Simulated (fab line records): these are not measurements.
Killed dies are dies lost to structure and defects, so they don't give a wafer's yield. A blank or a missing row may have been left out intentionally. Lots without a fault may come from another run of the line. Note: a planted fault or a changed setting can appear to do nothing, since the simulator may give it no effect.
Split-lot experiment -- flow n5Finfet -- on a route of 1938 steps: 7 lots, 21 wafers read

## THE SPLIT
At N5_DUMMY_GATE_COAT_28 (time 60 s, resist thk 10 nm), the setting spinRpm was moved away from the recipe's 1500 rpm on 7 of the 21 wafers read, by -8.2% to +8.1%. All remaining wafers had this setting at the recipe value.

The reading is taken at the split's own step.

## THE READING
underlayer_of_DUMMY_GATE_COAT_28.thkNm (the simulator's own value, which no gauge read), in nm, at N5_DUMMY_GATE_COAT_28 (time 60 s, resist thk 10 nm). The file gives no usual value for it.

wafer,"tool, chamber at the split","spinRpm as run, rpm",against the recipe,"underlayer_of_DUMMY_GATE_COAT_28.thkNm, nm",against lot-mates on the recipe
L076.1,"lithoTrack-03, 0",1377,-8.2%,10.4,+0.4
L076.4,"lithoTrack-03, 0",1377,-8.2%,10.4,+0.4
L076.3,"lithoTrack-03, 0",1500,recipe,10,-
L079.2,"lithoTrack-01, 0",1621,+8.1%,9.6,-0.4
L079.4,"lithoTrack-01, 0",1621,+8.1%,9.6,-0.4
L079.6,"lithoTrack-01, 0",1500,recipe,10,-
L080.4,"lithoTrack-03, 0",1500,recipe,10,-
L080.5,"lithoTrack-03, 0",1500,recipe,10,-
L080.6,"lithoTrack-03, 0",1500,recipe,10,-
L081.1,"lithoTrack-02, 0",1500,recipe,10,-
L081.3,"lithoTrack-02, 0",1500,recipe,10,-
L081.6,"lithoTrack-02, 0",1500,recipe,10,-
L089.1,"lithoTrack-01, 0",1551,+3.4%,10,+0.0
L089.4,"lithoTrack-01, 0",1500,recipe,10,-
L089.5,"lithoTrack-01, 0",1500,recipe,10,-
L093.1,"lithoTrack-03, 0",1500,recipe,10,-
L093.2,"lithoTrack-03, 0",1500,recipe,10,-
L093.5,"lithoTrack-03, 0",1500,recipe,10,-
L094.1,"lithoTrack-01, 0",1581,+5.4%,9.8,-0.2
L094.4,"lithoTrack-01, 0",1581,+5.4%,9.8,-0.2
L094.2,"lithoTrack-01, 0",1500,recipe,10,-

FIT RESULTS
A straight line over all 21 wafers: underlayer_of_DUMMY_GATE_COAT_28.thkNm changes by -0.0458 nm for each +1% of spinRpm; r = -0.98; the points scatter about the line by 0.039 nm.
The same after taking each lot's own level away (the mean of its wafers on the recipe; 21 wafers): -0.0458 nm for each +1%; r = -0.98; scatter 0.039 nm.
The reading moves by 0.38 nm for the largest change in spinRpm, on that fit.
The lots' own levels span 10.00 to 10.00 nm.
The two slopes agree, so the slope changes little with the lot-to-lot level.
Check: +0.382 nm against its lot-mates is what the line predicts for one of the wafers moved furthest among these (-8.2%) when that wafer is left out of the fit. Against them it came out at +0.4 nm.

## FURTHER SPLITS ON THESE WAFERS
These wafers also went through other splits before the reading. Each is held against what the fit with the lots' levels taken away leaves over:
other split on the same wafers,wafers away from the commonest value,r with underlayer_of_DUMMY_GATE_COAT_28.thkNm (lot level and that fit taken away)
N5_ZERO_LAYER_PECVD_02 timeS,9,-0.04
N5_ZERO_LAYER_EXPOSE_08 doseMj,5,-0.29
N5_FIN_SAQP_SPACER1_ALD_24 aldCycles,9,-0.06
N5_DUMMY_GATE_PECVD_30 timeS,7,+0.22

## THE FILE'S OWN FIT
underlayer_of_DUMMY_GATE_COAT_28.thkNm changes by -0.0438 nm for each +1% of spinRpm, r = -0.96.
